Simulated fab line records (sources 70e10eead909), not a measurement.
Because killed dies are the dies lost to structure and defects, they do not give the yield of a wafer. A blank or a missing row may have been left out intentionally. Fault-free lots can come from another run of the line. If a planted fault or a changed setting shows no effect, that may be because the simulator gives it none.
The same fault as seen by 2 desks || flow nandHarc || every desk sees just its own numbers, and what lay behind them comes last

== AT THE METROLOGY DESK ==
What the gauges read, lot by lot, whatever tool the lot ran on: means of the sampled wafers that have a number. Marked OUT: a lot whose mean sits more than 4 standard deviations from the usual mean, which makes it out of limits; the brackets give that distance. Only the readings that lie furthest out on some lot appear, 7 of the 8 it has.
Columns: A = overlayXNm at NHARC_P_M0_OVL_MEAS_10, usual -0.1 nm; B = overlayYNm at NHARC_P_M0_OVL_MEAS_10, usual 0.4 nm; C = cdNm at NHARC_P_M0_CD_MEAS_16, usual 90.2 nm; D = cdNm at NHARC_P_M1_CD_MEAS_09, usual 130.0 nm; E = overlayXNm at NHARC_P_M1_OVL_MEAS_10, usual -0.2 nm; F = overlayYNm at NHARC_P_M1_OVL_MEAS_10, usual 0.3 nm; G = cdNm at NHARC_P_M1_CD_MEAS_16, usual 129.9 nm
{"lot": "L941", "first seen here": "day 6 11:13", "A": -0.9, "B": 1.1, "C": 89.4, "D": 129.4, "E": 0.0, "F": 1.5, "G": 129.7}
{"lot": "L945", "first seen here": "day 7 18:10", "A": 0.3, "B": 0.9, "C": 90.0, "D": 130.0, "E": -1.0, "F": -0.7, "G": 130.3}
{"lot": "L946", "first seen here": "day 8 11:38", "A": 1.0, "B": -0.1, "C": 90.6, "D": 129.7, "E": -0.8, "F": 1.6, "G": 129.9}
{"lot": "L952", "first seen here": "day 10 15:17", "A": -0.1, "B": -1.1, "C": 89.7, "D": 129.4, "E": -0.9, "F": 1.0, "G": 129.7}
{"lot": "L959", "first seen here": "day 13 11:13", "A": 0.2, "B": -0.6, "C": 90.3, "D": 129.7, "E": -2.2, "F": -0.8, "G": 129.2}
This desk's finding: nothing out of limits on any of the 5 lots.

== THE DEFECT DESK ==
For each lot, the counts of the inspections along the route, averaged over the sampled wafers that have a number. Marked OUT: a lot whose mean sits more than 4 standard deviations from the usual mean, which makes it out of limits; the brackets give that distance.
Columns: A = rawDefectCount at NHARC_P_M0_INSPECT_11, usual 4.2
{"lot": "L941", "first seen here": "day 6 11:14", "A": 2.3}
{"lot": "L945", "first seen here": "day 7 18:13", "A": 3.3}
{"lot": "L946", "first seen here": "day 8 11:40", "A": 6.0}
{"lot": "L952", "first seen here": "day 10 15:19", "A": 8.0}
{"lot": "L959", "first seen here": "day 13 11:16", "A": 1.7}
This desk's finding: nothing out of limits on any of the 5 lots.

== PUT TOGETHER ==
From the metrology desk's view, nothing was out of limits.
Nothing the defect desk looked at was out of limits.

== WHAT THE SIMULATOR HAD INSERTED ==
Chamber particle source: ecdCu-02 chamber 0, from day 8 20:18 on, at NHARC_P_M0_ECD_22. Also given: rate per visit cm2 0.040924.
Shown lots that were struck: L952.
